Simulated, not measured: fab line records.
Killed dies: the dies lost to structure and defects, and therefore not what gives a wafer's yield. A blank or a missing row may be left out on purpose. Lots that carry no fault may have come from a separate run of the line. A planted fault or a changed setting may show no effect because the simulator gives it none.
Matching of chambers    flow n5-finfet    N5_BEOL_M1_ETCHBACK_99 on rie-diel-05: 4 sister chambers
The step etches SiO2 in CHF3, target depth 5 nm, time 10.4 s. 30 wafers are shown with their chamber, then 12 later ones without.

## WAFERS WITH THEIR CHAMBER
wafer   chamber  showerhead-plenum-p-Torr (Torr)  drypump-motor-current-A (A)  throttle-valve-pct (%)
L074.1  1        2.24                             5.6                          17.32
L074.4  2        2.27                             6.1                          17.00
L074.6  0        2.05                             5.0                          17.14
L078.1  2        2.27                             6.1                          17.01
L078.2  1        2.24                             5.6                          17.32
L078.3  0        2.05                             5.0                          17.14
L078.4  3        2.06                             5.7                          16.98
L078.5  1        2.24                             5.5                          17.32
L078.6  0        2.05                             5.0                          17.14
L082.1  3        2.06                             5.7                          17.00
L082.2  0        2.05                             5.0                          17.15
L082.3  1        2.23                             5.6                          17.34
L082.4  2        2.27                             6.2                          17.04
L082.5  0        2.05                             5.0                          17.18
L082.6  3        2.06                             5.7                          16.99
L084.1  1        2.23                             5.6                          17.33
L084.4  3        2.06                             5.8                          16.99
L084.5  3        2.06                             5.7                          17.00
L086.1  0        2.05                             5.0                          17.18
L086.2  2        2.27                             6.1                          17.03
L086.3  1        2.23                             5.5                          17.32
L086.4  3        2.06                             5.7                          17.00
L086.5  0        2.05                             5.0                          17.17
L086.6  1        2.23                             5.6                          17.35
L088.2  2        2.26                             6.1                          17.05
L088.5  3        2.05                             5.7                          17.04
L088.6  0        2.04                             5.0                          17.18
L091.3  1        2.23                             5.6                          17.36
L091.4  3        2.05                             5.7                          17.01
L091.5  3        2.05                             5.8                          17.03

SIGNATURES (averages over the wafers above)
reading                   chamber 0  chamber 1  chamber 2  chamber 3  scatter within a chamber
showerhead-plenum-p-Torr  2.0488     2.2338     2.2680     2.0567     0.00462
drypump-motor-current-A   5.000      5.575      6.120      5.722      0.0385
throttle-valve-pct        17.1600    17.3325    17.0260    17.0044    0.0187
Rule: distance of a wafer from a chamber = root of the sum over the readings of ((wafer's reading minus chamber's mean) / reading's scatter) squared. The wafer belongs to the nearest chamber; if the next one is less than 2 further off, it can't be placed. How the scatter is found: for the shown wafers, subtract from each reading the mean of its chamber, square and add these, divide the total by (wafers less chambers), then take the root.

## WAFERS WITHOUT THEIR CHAMBER
wafer   showerhead-plenum-p-Torr (Torr)  drypump-motor-current-A (A)  throttle-valve-pct (%)
L093.2  2.04                             5.0                          17.17
L093.3  2.05                             5.8                          17.02
L093.6  2.04                             5.0                          17.18
L094.2  2.26                             6.1                          17.06
L094.3  2.04                             5.0                          17.18
L094.4  2.05                             5.8                          17.03
L095.1  2.05                             5.7                          17.02
L095.2  2.23                             5.6                          17.36
L095.6  2.04                             5.0                          17.18
L097.4  2.04                             5.0                          17.19
L097.5  2.04                             5.0                          17.20
L097.6  2.23                             5.6                          17.36

## EACH ONE'S CHAMBER
wafer   from the rows above  in truth
L093.2  0                    0
L093.3  3                    3
L093.6  0                    0
L094.2  2                    2
L094.3  0                    0
L094.4  3                    3
L095.1  3                    3
L095.2  1                    1
L095.6  0                    0
L097.4  0                    0
L097.5  0                    0
L097.6  1                    1
12 of 12 placed correctly. Left unplaced by these rows: 0. 0 placed wrongly.
